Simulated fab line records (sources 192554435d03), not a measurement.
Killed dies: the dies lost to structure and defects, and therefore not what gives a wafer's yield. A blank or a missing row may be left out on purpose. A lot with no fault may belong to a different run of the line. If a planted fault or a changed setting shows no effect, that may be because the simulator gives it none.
Matching of chambers	flow n5 finfet	N5_ZERO_LAYER_ETCH_18 on rie si-04 has 4 sister chambers
The step etches Si in HBr/Cl2, target depth 120 nm, time 40 s. 4 wafers are shown with their chamber, then 11 later ones without.

== WAFERS PAIRED WITH THEIR CHAMBERS ==
wafer	chamber	drypump motor current A (A)
L081.2	1	5.9
L083.6	3	5.8
L087.1	0	6.4
L088.1	2	5.2

== WAFERS WITH NO CHAMBER GIVEN ==
wafer	drypump motor current A (A)
L088.3	6.4
L088.6	5.7
L090.2	5.9
L090.5	5.2
L090.6	5.8
L095.3	5.2
L095.4	6.4
L095.5	6.4
L097.1	5.7
L097.2	6.3
L097.6	5.9

== CHAMBER TAKEN BY EACH ==
wafer	from the rows above	in truth
L088.3	0	0
L088.6	can't be placed: 3 or 1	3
L090.2	can't be placed: 1 or 3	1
L090.5	2	2
L090.6	can't be placed: 3 or 1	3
L095.3	2	2
L095.4	0	0
L095.5	0	0
L097.1	can't be placed: 3 or 1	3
L097.2	0	0
L097.6	can't be placed: 1 or 3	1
Placed correctly: 6 of 11. Not placeable from these rows: 5 (in 5, the candidates include the true chamber). Placed wrongly: 0.
How it was worked out, from the rows above alone: a wafer's distance from a chamber is the root of the sum, over the readings, of the square of ((its reading less the chamber's mean) divided by the reading's scatter). The wafer belongs to the nearest chamber; if the next one is less than 2 further off, it can't be placed. A chamber's mean is the mean of its shown wafers. The scatter (one wafer shown for each chamber): square how far every hidden wafer sits from the nearest shown wafer, average those squares and take the square root.
